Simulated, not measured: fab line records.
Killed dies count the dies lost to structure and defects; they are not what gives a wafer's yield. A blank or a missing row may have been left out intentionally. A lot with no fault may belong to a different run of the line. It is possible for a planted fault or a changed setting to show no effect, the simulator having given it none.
A lot that was struck, set against a sound lot / flow nand harc / 14 out of 1302 route steps
Sound: the wafers L730.2, L730.3, L730.4. Struck: wafer L724.4 (left out: L724.2, L724.6 of the same lot, which were not struck); the cause appears at the end.
For every step that has rows: the tool of each side, followed by ch and its chambers, followed by its first start. Under that, the readings that differ: sound wafers / struck wafers / difference of the means / sigmas: that difference in standard deviations of wafers without a fault.
alike: words and numbers the same on both sides, and readings whose means are apart by under 2 such deviations; not compared: readings that were withheld, readings missing a value for some wafer, numbers with overlapping values and no deviation given by the record, and bounds like >300 which may hide the same value.
Wherever a step has rows on one side only, a row that says differs or no value, or a row with sigmas, the two part there. When numbers do not overlap yet have no deviation, they are printed without sigmas and do not part them. A reading that every wafer of one side lacks parts them only if that side has two wafers or more.

first, 7 steps without rows for these wafers: NHARC_P_M1_COAT_34 (time 65 s); NHARC_P_M1_COAT_03 (resist thk 90 nm); NHARC_P_M1_SOFTBAKE_04 (time 55 s); NHARC_P_M1_EBR_05; NHARC_P_M1_EXPOSE_06 (exposes mask P M1, target cd 130 nm); NHARC_P_M1_PEB_07 (peb time 65 s); NHARC_P_M1_DEVELOP_08 (develop time 35 s).
NHARC_P_M1_CD_MEAS_09 targets a cd of 130 nm.
  sound on cd sem-03 ch 0, day 13 00:35; struck on cd sem-02 ch 0, day 9 18:44
  alike: cd nm
NHARC_P_M1_OVL_MEAS_10: pitch 260 nm.
  struck on overlay-01, day 9 18:50; sound on overlay-02, day 13 00:41
  alike: overlay x nm, overlay y nm
NHARC_P_M1_INSPECT_11:
  struck on defect inspect-01, day 9 18:52; sound on defect inspect-01, day 13 00:43
  alike: raw defect count
NHARC_P_M1_DESCUM_14: chemistry O2, time 3 s.
  sound on rie diel-07 ch 0,1,2, day 13 00:47; struck on rie diel-11 ch 0, day 9 18:56
reading=rf hours counter h (h); sound=10 11 10; struck=9; difference=-1; sigmas=
reading=throttle valve pct (%); sound=11.326 11.314 11.325; struck=11.302; difference=-0.020; sigmas=-2
  alike: drypump motor current A, oes product au, rf vpp V, showerhead plenum p Torr
NHARC_P_M1_ETCH_35: etches the open film in N2/H2, target depth 40 nm, overetch 12 nm, time 43.94 s.
  sound on rie diel-07 ch 0,1,3, day 13 00:52; struck on rie diel-11 ch 3, day 9 19:01
  alike: drypump motor current A, oes product au, rf vpp V, run length s, showerhead plenum p Torr, throttle valve pct
  not compared: rf hours counter h
NHARC_P_M1_ETCH_15: etches the open film in C4F8/Ar, target depth 182.5 nm, time 91.2 s.
  sound on rie diel-07 ch 0,2,3, day 13 00:57; struck on rie diel-11 ch 1, day 9 19:07
reading=rf hours counter h (h); sound=11 10 10; struck=9; difference=-1; sigmas=
reading=run length s (s); sound=113.0 112.5 112.4; struck=102.8; difference=-9.8; sigmas=-20
  alike: oes product au, rf vpp V
NHARC_P_M1_CD_MEAS_16:
  struck on cd sem-03, day 9 19:14; sound on cd sem-03, day 13 01:05
  alike: cd nm

## WHERE THEY PART
Last at NHARC_P_M1_ETCH_15 as far as this record goes, first at NHARC_P_M1_DESCUM_14. Later steps at which nothing parts them and some readings are alike: NHARC_P_M1_CD_MEAS_16.

WHY: what had been put in by the simulator
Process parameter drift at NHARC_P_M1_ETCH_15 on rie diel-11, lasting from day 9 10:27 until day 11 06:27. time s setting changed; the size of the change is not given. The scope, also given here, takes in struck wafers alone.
